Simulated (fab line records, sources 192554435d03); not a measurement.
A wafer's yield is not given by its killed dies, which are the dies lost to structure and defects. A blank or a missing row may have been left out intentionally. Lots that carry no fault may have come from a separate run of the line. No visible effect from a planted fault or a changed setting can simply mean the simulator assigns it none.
Lot-split experiment | flow n5-finfet | 39 wafers read across 7 lots, on a route 1938 steps long

THE SPLIT ITSELF
At N5_HKMG_FIN_ETCH_54 (etches SiARC in CF4, target depth 45.5 nm, time 75.8 s), the setting bias-w was moved away from the recipe's 36 W on 15 of the 39 wafers read, by -13.3% to +17.8%. The other wafers ran this setting at the recipe's value.

The split's own step is where the reading is taken.

THE READING
rf-vpp-V, in V, at N5_HKMG_FIN_ETCH_54 (etches SiARC in CF4, target depth 45.5 nm, time 75.8 s). On this fab line, fault-free wafers typically give 184.1 V with a standard deviation of 1.1 V.

wafer  | tool, chamber at the split | bias-w as run, W | against the recipe | rf-vpp-V, V | against lot-mates on the recipe
L079.1 | rie-diel-03, 3             | 36               | recipe             | 184.4       | -
L079.2 | rie-diel-03, 1             | 36               | recipe             | 185.1       | -
L079.3 | rie-diel-03, 2             | 36               | recipe             | 185.4       | -
L081.1 | rie-diel-03, 3             | 31.21            | -13.3%             | 167.2       | -16.5
L081.2 | rie-diel-03, 2             | 36               | recipe             | 182.7       | -
L081.3 | rie-diel-03, 1             | 36               | recipe             | 184.5       | -
L081.4 | rie-diel-03, 0             | 31.21            | -13.3%             | 169.5       | -14.2
L081.5 | rie-diel-03, 1             | 31.21            | -13.3%             | 169.1       | -14.6
L081.6 | rie-diel-03, 2             | 36               | recipe             | 184.0       | -
L087.1 | rie-diel-02, 1             | 41.22            | +14.5%             | 200.9       | +16.4
L087.2 | rie-diel-02, 2             | 36               | recipe             | 183.3       | -
L087.3 | rie-diel-02, 3             | 41.22            | +14.5%             | 201.0       | +16.5
L087.4 | rie-diel-02, 0             | 36               | recipe             | 184.4       | -
L087.5 | rie-diel-02, 3             | 36               | recipe             | 185.9       | -
L087.6 | rie-diel-02, 0             | 41.22            | +14.5%             | 201.2       | +16.7
L088.1 | rie-diel-06, 1             | 36               | recipe             | 183.5       | -
L088.2 | rie-diel-06, 0             | 36               | recipe             | 183.4       | -
L088.3 | rie-diel-06, 3             | 36               | recipe             | 185.9       | -
L088.4 | rie-diel-06, 2             | 36               | recipe             | 183.6       | -
L088.5 | rie-diel-06, 2             | 36               | recipe             | 185.1       | -
L088.6 | rie-diel-06, 1             | 36               | recipe             | 183.3       | -
L093.1 | rie-diel-02, 1             | 34.11            | -5.2%              | 177.2       | -6.7
L093.2 | rie-diel-02, 3             | 34.11            | -5.2%              | 178.1       | -5.8
L093.3 | rie-diel-02, 2             | 36               | recipe             | 183.8       | -
L093.4 | rie-diel-02, 0             | 36               | recipe             | 182.6       | -
L093.5 | rie-diel-02, 2             | 34.11            | -5.2%              | 176.6       | -7.3
L093.6 | rie-diel-02, 3             | 36               | recipe             | 185.2       | -
L094.1 | rie-diel-02, 3             | 38.37            | +6.6%              | 194.5       | +10.7
L094.2 | rie-diel-02, 1             | 36               | recipe             | 183.5       | -
L094.3 | rie-diel-02, 2             | 36               | recipe             | 183.4       | -
L094.4 | rie-diel-02, 0             | 36               | recipe             | 184.6       | -
L094.5 | rie-diel-02, 3             | 38.37            | +6.6%              | 192.1       | +8.3
L094.6 | rie-diel-02, 2             | 38.37            | +6.6%              | 191.4       | +7.6
L095.1 | rie-diel-02, 1             | 36               | recipe             | 183.9       | -
L095.2 | rie-diel-02, 0             | 42.41            | +17.8%             | 204.5       | +21.2
L095.3 | rie-diel-02, 3             | 36               | recipe             | 184.1       | -
L095.4 | rie-diel-02, 2             | 42.41            | +17.8%             | 204.5       | +21.2
L095.5 | rie-diel-02, 1             | 36               | recipe             | 181.9       | -
L095.6 | rie-diel-02, 0             | 42.41            | +17.8%             | 204.5       | +21.2

THE FIT
A straight line over all 39 wafers: rf-vpp-V changes by +1.17 V for each +1% of bias-w; r = +0.99; the points scatter about the line by 1 V.
The same after taking each lot's own level away (the mean of its wafers on the recipe; 39 wafers): +1.17 V for each +1%; r = +0.99; scatter 0.96 V.
That fit puts the effect of the largest move of bias-w on the reading at 21 V.
The span of the lots' own levels, 183.30 to 184.97 V, comes to 1.5 times the standard deviation stated above.
Hence the lot-to-lot level has little effect on the slope; both slopes agree.
Check: with one of the wafers moved furthest among these (+17.8%) left out of the fit, the line predicts +20.9 V for it against its lot-mates. It came out at +21.2 V against them.
Tool readings at the split's step, against how far the setting was moved: rf-vpp-V r = +0.99.

THE FILE'S OWN FIT
rf-vpp-V changes by +1.17 V for each +1% of bias-w, r = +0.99.
